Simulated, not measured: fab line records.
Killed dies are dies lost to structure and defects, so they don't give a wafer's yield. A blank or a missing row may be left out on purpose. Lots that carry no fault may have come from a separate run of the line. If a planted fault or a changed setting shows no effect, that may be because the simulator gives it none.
Chamber matching    flow nand harc    rie diel-02 running NHARC_P_M1_DESCUM_14: 4 sister chambers
The step chemistry O2, time 3 s. 4 wafers are shown with their chamber, then 9 later ones without.

WAFERS, EACH WITH ITS CHAMBER
wafer   chamber  rf vpp V (V)
L084.2  1        57.1
L084.5  0        57.2
L085.3  3        57.7
L085.6  2        58.3

WAFERS WITH NO CHAMBER GIVEN
wafer   rf vpp V (V)
L090.1  57.9
L090.4  58.5
L090.5  57.7
L091.2  55.4
L091.4  58.9
L091.5  57.3
L094.1  58.2
L094.2  59.4
L094.5  57.6

WHICH CHAMBER EACH WENT THROUGH
wafer   from the rows above                in truth
L090.1  can't be placed: 3 or 2 or 0 or 1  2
L090.4  can't be placed: 2 or 3 or 0 or 1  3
L090.5  can't be placed: 3 or 0 or 2 or 1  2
L091.2  can't be placed: 1 or 0 or 3 or 2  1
L091.4  can't be placed: 2 or 3 or 0 or 1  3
L091.5  can't be placed: 0 or 1 or 3 or 2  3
L094.1  can't be placed: 2 or 3 or 0 or 1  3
L094.2  can't be placed: 2 or 3 or 0 or 1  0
L094.5  can't be placed: 3 or 0 or 1 or 2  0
Placed correctly: 0 of 9. Cannot be placed on the basis of these rows: 9; the candidates contain the true chamber in 9. Number placed wrongly: 0.
How it was worked out, from the rows above alone: a wafer's distance from a chamber is the root of the sum, over the readings, of the square of ((its reading less the chamber's mean) divided by the reading's scatter). If the next closest chamber is less than 2 further off than the closest, the wafer can't be placed; otherwise it belongs to the closest. Each chamber's mean is taken over the wafers shown for it. The scatter: root of mean squared gap, hidden wafer to nearest shown wafer, with one shown wafer a chamber.
